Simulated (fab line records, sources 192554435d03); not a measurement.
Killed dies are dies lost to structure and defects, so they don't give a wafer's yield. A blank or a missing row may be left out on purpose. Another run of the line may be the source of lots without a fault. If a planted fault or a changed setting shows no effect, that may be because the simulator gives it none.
Lot-split experiment || flow n5-finfet || 7 lots, 21 wafers read, on a route of 1938 steps

ON THE SPLIT
At N5_SD_EPI_N_EPI_21 (deposits Si:P, time 690 s), the setting epi-growth-time-s was moved away from the recipe's 690 s on 6 of the 21 wafers read, by -7.7% to +10.1%. All remaining wafers had this setting at the recipe value.

The split's own step is where the reading is taken.

THE READING
Si-P_of_SD_EPI_N_EPI_21.thk-nm (the simulator's own value, which no gauge read), in nm, at N5_SD_EPI_N_EPI_21 (deposits Si:P, time 690 s). No usual value for it is given in the file. Across the 15 wafers here that went through the recipe, the average is 59.3 nm and the standard deviation 0.91 nm.

{"wafer": "L076.1", "tool, chamber at the split": "epi-rpcvd-04, 0", "epi-growth-time-s as run, s": 690, "against the recipe": "recipe", "Si-P_of_SD_EPI_N_EPI_21.thk-nm, nm": 60, "against lot-mates on the recipe": "-"}
{"wafer": "L076.4", "tool, chamber at the split": "epi-rpcvd-04, 0", "epi-growth-time-s as run, s": 690, "against the recipe": "recipe", "Si-P_of_SD_EPI_N_EPI_21.thk-nm, nm": 59.4, "against lot-mates on the recipe": "-"}
{"wafer": "L076.6", "tool, chamber at the split": "epi-rpcvd-04, 0", "epi-growth-time-s as run, s": 690, "against the recipe": "recipe", "Si-P_of_SD_EPI_N_EPI_21.thk-nm, nm": 59.8, "against lot-mates on the recipe": "-"}
{"wafer": "L079.1", "tool, chamber at the split": "epi-rpcvd-04, 0", "epi-growth-time-s as run, s": 690, "against the recipe": "recipe", "Si-P_of_SD_EPI_N_EPI_21.thk-nm, nm": 57.8, "against lot-mates on the recipe": "-"}
{"wafer": "L079.6", "tool, chamber at the split": "epi-rpcvd-04, 0", "epi-growth-time-s as run, s": 690, "against the recipe": "recipe", "Si-P_of_SD_EPI_N_EPI_21.thk-nm, nm": 57.8, "against lot-mates on the recipe": "-"}
{"wafer": "L079.3", "tool, chamber at the split": "epi-rpcvd-04, 0", "epi-growth-time-s as run, s": 759.4, "against the recipe": "+10.1%", "Si-P_of_SD_EPI_N_EPI_21.thk-nm, nm": 61, "against lot-mates on the recipe": "+3.2"}
{"wafer": "L080.1", "tool, chamber at the split": "epi-rpcvd-02, 0", "epi-growth-time-s as run, s": 711.1, "against the recipe": "+3.1%", "Si-P_of_SD_EPI_N_EPI_21.thk-nm, nm": 60.2, "against lot-mates on the recipe": "+1.0"}
{"wafer": "L080.3", "tool, chamber at the split": "epi-rpcvd-02, 0", "epi-growth-time-s as run, s": 690, "against the recipe": "recipe", "Si-P_of_SD_EPI_N_EPI_21.thk-nm, nm": 59.6, "against lot-mates on the recipe": "-"}
{"wafer": "L080.4", "tool, chamber at the split": "epi-rpcvd-02, 0", "epi-growth-time-s as run, s": 690, "against the recipe": "recipe", "Si-P_of_SD_EPI_N_EPI_21.thk-nm, nm": 58.8, "against lot-mates on the recipe": "-"}
{"wafer": "L082.2", "tool, chamber at the split": "epi-rpcvd-01, 0", "epi-growth-time-s as run, s": 755, "against the recipe": "+9.4%", "Si-P_of_SD_EPI_N_EPI_21.thk-nm, nm": 62.6, "against lot-mates on the recipe": "+4.0"}
{"wafer": "L082.3", "tool, chamber at the split": "epi-rpcvd-01, 0", "epi-growth-time-s as run, s": 690, "against the recipe": "recipe", "Si-P_of_SD_EPI_N_EPI_21.thk-nm, nm": 58.6, "against lot-mates on the recipe": "-"}
{"wafer": "L082.5", "tool, chamber at the split": "epi-rpcvd-01, 0", "epi-growth-time-s as run, s": 755, "against the recipe": "+9.4%", "Si-P_of_SD_EPI_N_EPI_21.thk-nm, nm": 62.4, "against lot-mates on the recipe": "+3.8"}
{"wafer": "L086.2", "tool, chamber at the split": "epi-rpcvd-01, 0", "epi-growth-time-s as run, s": 690, "against the recipe": "recipe", "Si-P_of_SD_EPI_N_EPI_21.thk-nm, nm": 58.8, "against lot-mates on the recipe": "-"}
{"wafer": "L086.3", "tool, chamber at the split": "epi-rpcvd-01, 0", "epi-growth-time-s as run, s": 690, "against the recipe": "recipe", "Si-P_of_SD_EPI_N_EPI_21.thk-nm, nm": 58, "against lot-mates on the recipe": "-"}
{"wafer": "L086.5", "tool, chamber at the split": "epi-rpcvd-01, 0", "epi-growth-time-s as run, s": 690, "against the recipe": "recipe", "Si-P_of_SD_EPI_N_EPI_21.thk-nm, nm": 59.2, "against lot-mates on the recipe": "-"}
{"wafer": "L089.2", "tool, chamber at the split": "epi-rpcvd-04, 0", "epi-growth-time-s as run, s": 636.6, "against the recipe": "-7.7%", "Si-P_of_SD_EPI_N_EPI_21.thk-nm, nm": 56.4, "against lot-mates on the recipe": -4.2}
{"wafer": "L089.6", "tool, chamber at the split": "epi-rpcvd-04, 0", "epi-growth-time-s as run, s": 636.6, "against the recipe": "-7.7%", "Si-P_of_SD_EPI_N_EPI_21.thk-nm, nm": 56.4, "against lot-mates on the recipe": -4.2}
{"wafer": "L089.4", "tool, chamber at the split": "epi-rpcvd-04, 0", "epi-growth-time-s as run, s": 690, "against the recipe": "recipe", "Si-P_of_SD_EPI_N_EPI_21.thk-nm, nm": 60.6, "against lot-mates on the recipe": "-"}
{"wafer": "L090.1", "tool, chamber at the split": "epi-rpcvd-02, 0", "epi-growth-time-s as run, s": 690, "against the recipe": "recipe", "Si-P_of_SD_EPI_N_EPI_21.thk-nm, nm": 60, "against lot-mates on the recipe": "-"}
{"wafer": "L090.5", "tool, chamber at the split": "epi-rpcvd-02, 0", "epi-growth-time-s as run, s": 690, "against the recipe": "recipe", "Si-P_of_SD_EPI_N_EPI_21.thk-nm, nm": 60, "against lot-mates on the recipe": "-"}
{"wafer": "L090.6", "tool, chamber at the split": "epi-rpcvd-02, 0", "epi-growth-time-s as run, s": 690, "against the recipe": "recipe", "Si-P_of_SD_EPI_N_EPI_21.thk-nm, nm": 60.6, "against lot-mates on the recipe": "-"}

THE FIT
A straight line over all 21 wafers: Si-P_of_SD_EPI_N_EPI_21.thk-nm changes by +0.311 nm for each +1% of epi-growth-time-s; r = +0.85; the points scatter about the line by 0.88 nm.
The same after taking each lot's own level away (the mean of its wafers on the recipe; 21 wafers): +0.433 nm for each +1%; r = +0.97; scatter 0.45 nm.
According to that fit, moving epi-growth-time-s by its largest amount changes the reading by 4.4 nm.
Across the lots, their own levels run from 57.80 to 60.60 nm, a range of 3.1 times the standard deviation given above.
Hence the slope depends on the lot-to-lot level, as the two fits are not the same.
Check: +4.54 nm against its lot-mates is what the line predicts for one of the wafers moved furthest among these (+10.1%) when that wafer is left out of the fit. Against them it came out at +3.2 nm.

THESE WAFERS: OTHER SPLITS
Note: prior to the reading, these wafers also went through further splits. Each is held against what the fit with the lots' levels taken away leaves over:
{"other split on the same wafers": "N5_WELL_APT_PEB_23 peb-time-s", "wafers away from the commonest value": 8, "r with Si-P_of_SD_EPI_N_EPI_21.thk-nm (lot level and that fit taken away)": "+0.34"}
{"other split on the same wafers": "N5_WELL_APT_DEVELOP_24 develop-time-s", "wafers away from the commonest value": 7, "r with Si-P_of_SD_EPI_N_EPI_21.thk-nm (lot level and that fit taken away)": -0.05}
{"other split on the same wafers": "N5_FIN_SAQP_ALD_61 ald-cycles", "wafers away from the commonest value": 8, "r with Si-P_of_SD_EPI_N_EPI_21.thk-nm (lot level and that fit taken away)": "+0.30"}
{"other split on the same wafers": "N5_FIN_SAQP_HM_DEP_03 time-s", "wafers away from the commonest value": 8, "r with Si-P_of_SD_EPI_N_EPI_21.thk-nm (lot level and that fit taken away)": "+0.08"}
{"other split on the same wafers": "N5_FIN_SAQP_SPACER1_ALD_24 temp-c", "wafers away from the commonest value": 6, "r with Si-P_of_SD_EPI_N_EPI_21.thk-nm (lot level and that fit taken away)": "+0.10"}
{"other split on the same wafers": "N5_FIN_SAQP_COAT_68 spin-rpm", "wafers away from the commonest value": 7, "r with Si-P_of_SD_EPI_N_EPI_21.thk-nm (lot level and that fit taken away)": -0.09}
{"other split on the same wafers": "N5_DUMMY_GATE_COAT_28 spin-rpm", "wafers away from the commonest value": 8, "r with Si-P_of_SD_EPI_N_EPI_21.thk-nm (lot level and that fit taken away)": -0.26}
{"other split on the same wafers": "N5_SD_EPI_N_ETCH_16 target-depth-a", "wafers away from the commonest value": 6, "r with Si-P_of_SD_EPI_N_EPI_21.thk-nm (lot level and that fit taken away)": -0.11}

THE FILE'S OWN FIT
Si-P_of_SD_EPI_N_EPI_21.thk-nm changes by +0.403 nm for each +1% of epi-growth-time-s, r = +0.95.
